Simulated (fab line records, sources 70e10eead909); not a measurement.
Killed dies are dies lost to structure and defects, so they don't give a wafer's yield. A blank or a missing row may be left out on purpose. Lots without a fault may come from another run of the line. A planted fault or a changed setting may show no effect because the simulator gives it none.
One fault seen from 3 desks | flow nand_harc | each desk has only its own numbers; what lay behind them comes last

THE TOOL OWNER'S DESK: pecvd-01
The tool's own readings at NHARC_A_SGD_CUT_DEP_00 (deposits SiNx, target thk 50 nm): means of the sampled wafers that have a number, for each lot that ran on this tool. A lot is out of limits, marked OUT, if its mean lies more than 4 standard deviations from the usual mean; the brackets give that distance.
Columns: A = heater_power_w at NHARC_A_SGD_CUT_DEP_00, usual 758 W; B = rf_fwd_power_W at NHARC_A_SGD_CUT_DEP_00, usual 448.0 W
lot  | first seen here | A   | B
L687 | day 19 01:46    | 722 | 447.9
L690 | day 20 01:23    | 742 | 446.2
L695 | day 22 15:16    | 714 | 446.8
L703 | day 25 18:27    | 747 | 447.1
L702 | day 25 18:32    | 796 | 450.5
L704 | day 25 18:43    | 744 | 449.8
This desk's finding: nothing out of limits on any of the 6 lots.

THE METROLOGY DESK
What the gauges read, lot by lot, whatever tool the lot ran on: means of the sampled wafers that have a number. A lot is out of limits, marked OUT, if its mean lies more than 4 standard deviations from the usual mean; the brackets give that distance.
Columns: A = overlay_x_nm at NHARC_A_SGD_CUT_OVL_MEAS_10, usual 0.1 nm; B = overlay_y_nm at NHARC_A_SGD_CUT_OVL_MEAS_10, usual 0.3 nm; C = thk_nm at NHARC_A_SGD_CUT_THK_MEAS_22, usual 147.9 nm
lot  | first seen here | A    | B    | C
L687 | day 19 02:33    | 1.4  | -0.2 | 149.2
L690 | day 20 02:08    | 0.3  | 0.4  | 148.1
L689 | day 20 02:28    | -1.0 | -0.6 | 146.9
L688 | day 20 02:44    | 0.6  | 0.0  | 148.3
L692 | day 21 06:47    | 0.3  | 0.3  | 148.8
L693 | day 22 05:44    | 1.4  | -0.1 | 148.2
L694 | day 22 06:03    | -0.0 | -0.4 | 147.5
L695 | day 22 15:55    | 0.4  | -0.1 | 149.7
L703 | day 25 19:11    | 0.4  | 2.6  | 146.7
L702 | day 25 19:21    | 0.5  | 0.6  | 148.2
L704 | day 25 19:31    | -2.2 | 1.2  | 149.0
L705 | day 26 19:02    | 0.8  | -0.5 | 147.6
L706 | day 26 19:53    | 0.7  | -0.4 | 148.1
L710 | day 27 22:17    | -0.1 | -1.1 | 145.5
This desk's finding: nothing out of limits on any of the 14 lots.

THE DEFECT DESK
What the inspections along the route counted, lot by lot: means of the sampled wafers that have a number. A lot is out of limits, marked OUT, if its mean lies more than 4 standard deviations from the usual mean; the brackets give that distance.
Columns: A = raw_defect_count at NHARC_A_SGD_CUT_INSPECT_11, usual 54
lot  | first seen here | A
L687 | day 19 02:35    | 69
L690 | day 20 02:10    | 67
L689 | day 20 02:30    | 116
L688 | day 20 02:46    | 21
L692 | day 21 06:49    | 31
L693 | day 22 05:47    | 24
L694 | day 22 06:05    | 66
L695 | day 22 15:58    | 29
L703 | day 25 19:13    | 526 (+15) OUT
L702 | day 25 19:23    | 518 (+15) OUT
L704 | day 25 19:34    | 503 (+14) OUT
L705 | day 26 19:04    | 18
L706 | day 26 19:55    | 92
L710 | day 27 22:19    | 95
This desk's finding: out of limits on L702, L703, L704; first on L703, day 25 19:13 (raw_defect_count at NHARC_A_SGD_CUT_INSPECT_11). In limits: L687, L690, L689, L688, L692, L693, L694, L695, L705, L706, L710.

PUT TOGETHER
The defect desk could have raised an alarm at day 25 19:13, on L702, L703, L704.
The tool owner's desk saw nothing out of limits.
The metrology desk saw nothing out of limits.
The tool owner's desk has L702, L703, L704 on record, within its limits.
The metrology desk has L702, L703, L704 on record, within its limits.
Of the lots named, all ran NHARC_A_SGD_CUT_DEP_00 on pecvd-01.

WHAT THE SIMULATOR HAD PUT IN
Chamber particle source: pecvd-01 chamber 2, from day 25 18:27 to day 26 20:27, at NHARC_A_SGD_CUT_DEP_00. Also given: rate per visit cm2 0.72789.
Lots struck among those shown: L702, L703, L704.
Hours from the fault's start to each desk's first reading out of limits: the defect desk, 1.
